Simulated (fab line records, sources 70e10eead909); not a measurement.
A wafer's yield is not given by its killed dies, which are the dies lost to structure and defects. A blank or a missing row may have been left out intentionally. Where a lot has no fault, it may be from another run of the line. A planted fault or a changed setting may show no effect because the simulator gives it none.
Chamber matching | flow nand-harc | NHARC_A_WL_FILL_CMP_12 on cmp-01: 4 sister chambers
The step polishes, t overpolish 30 s, target thk 100 nm. 33 wafers are shown with their chamber, then 12 later ones without.

EACH WAFER AND ITS CHAMBER
wafer  | chamber | motor-current-A (A) | overpolish-run-s (s) | time-to-endpoint-s (s)
L074.4 | 0       | 12.5                | 30.010               | 14.5
L074.5 | 1       | 11.2                | 29.998               | 18.6
L074.6 | 0       | 12.6                | 29.992               | 18.8
L076.1 | 2       | 13.0                | 30.006               | 12.6
L076.2 | 1       | 11.2                | 29.996               | 13.7
L076.6 | 3       | 12.7                | 29.996               | 16.0
L078.3 | 2       | 11.7                | 30.002               | 13.5
L078.4 | 3       | 13.4                | 29.987               | 15.9
L078.5 | 0       | 12.0                | 30.005               | 12.6
L080.1 | 0       | 12.9                | 30.004               | 18.0
L080.2 | 2       | 12.3                | 30.005               | 16.8
L080.3 | 3       | 12.8                | 30.004               | 17.3
L082.3 | 3       | 13.2                | 30.003               | 16.2
L082.4 | 2       | 12.2                | 30.018               | 15.4
L082.5 | 2       | 12.1                | 30.023               | 15.4
L082.1 | 0       | 12.5                | 29.980               | 15.6
L082.2 | 1       | 11.1                | 29.996               | 18.4
L082.6 | 3       | 13.2                | 30.013               | 16.5
L081.1 | 1       | 11.5                | 29.993               | 18.1
L081.3 | 2       | 12.6                | 30.003               | 17.8
L081.5 | 2       | 12.5                | 29.992               | 17.6
L083.3 | 2       | 13.1                | 30.009               | 19.1
L083.4 | 0       | 12.2                | 29.999               | 18.6
L083.6 | 1       | 10.7                | 29.991               | 19.7
L087.3 | 3       | 13.4                | 29.993               | 24.2
L087.5 | 2       | 12.0                | 29.994               | 18.9
L087.6 | 1       | 11.1                | 30.000               | 21.7
L091.1 | 1       | 11.1                | 29.993               | 22.2
L091.2 | 2       | 12.7                | 30.009               | 18.9
L091.4 | 3       | 13.6                | 30.013               | 20.8
L089.1 | 3       | 12.8                | 29.997               | 19.7
L089.3 | 0       | 12.3                | 29.995               | 19.4
L089.5 | 0       | 12.5                | 29.998               | 20.9

SIGNATURES (means of the wafers above)
reading            | chamber 0 | chamber 1 | chamber 2 | chamber 3 | scatter within a chamber
motor-current-A    | 12.438    | 11.129    | 12.420    | 13.137    | 0.343
overpolish-run-s   | 29.99788  | 29.99529  | 30.00610  | 30.00075  | 0.00846
time-to-endpoint-s | 17.300    | 18.914    | 16.600    | 18.325    | 2.71
Rule: a wafer's distance from a chamber is the root of the sum, over the readings, of the square of ((its reading less the chamber's mean) divided by the reading's scatter). The wafer belongs to the nearest chamber; if the next one is less than 2 further off, it can't be placed. The scatter: take each reading less its chamber's mean, square it, sum over the shown wafers, divide by the number of wafers less the number of chambers, and take the root.

WAFERS WITHOUT THEIR CHAMBER
wafer  | motor-current-A (A) | overpolish-run-s (s) | time-to-endpoint-s (s)
L094.1 | 12.0                | 30.006               | 22.4
L094.2 | 11.7                | 30.002               | 21.6
L094.3 | 12.9                | 29.996               | 20.3
L094.4 | 11.2                | 29.996               | 21.7
L094.5 | 12.2                | 30.010               | 20.7
L094.6 | 11.1                | 29.992               | 19.2
L096.2 | 12.5                | 30.003               | 21.6
L096.5 | 13.3                | 30.002               | 22.5
L096.6 | 11.0                | 29.997               | 24.4
L097.2 | 12.4                | 29.994               | 17.7
L097.3 | 12.4                | 29.995               | 17.4
L097.5 | 12.4                | 30.013               | 18.5

THE CHAMBER EACH PASSED THROUGH
wafer  | from the rows above               | in truth
L094.1 | can't be placed: 2 or 0 or 1 or 3 | 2
L094.2 | can't be placed: 1 or 0 or 2      | 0
L094.3 | can't be placed: 3 or 0 or 2      | 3
L094.4 | 1                                 | 1
L094.5 | can't be placed: 2 or 0 or 3 or 1 | 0
L094.6 | 1                                 | 1
L096.2 | can't be placed: 0 or 2 or 3      | 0
L096.5 | can't be placed: 3 or 0 or 2      | 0
L096.6 | 1                                 | 1
L097.2 | can't be placed: 0 or 2 or 3      | 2
L097.3 | can't be placed: 0 or 2 or 3      | 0
L097.5 | can't be placed: 2 or 0 or 3      | 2
Correct placement for 3 of the 12. Unplaceable from these rows: 9, with the true chamber sitting among the candidates in 9. 0 placed wrongly.
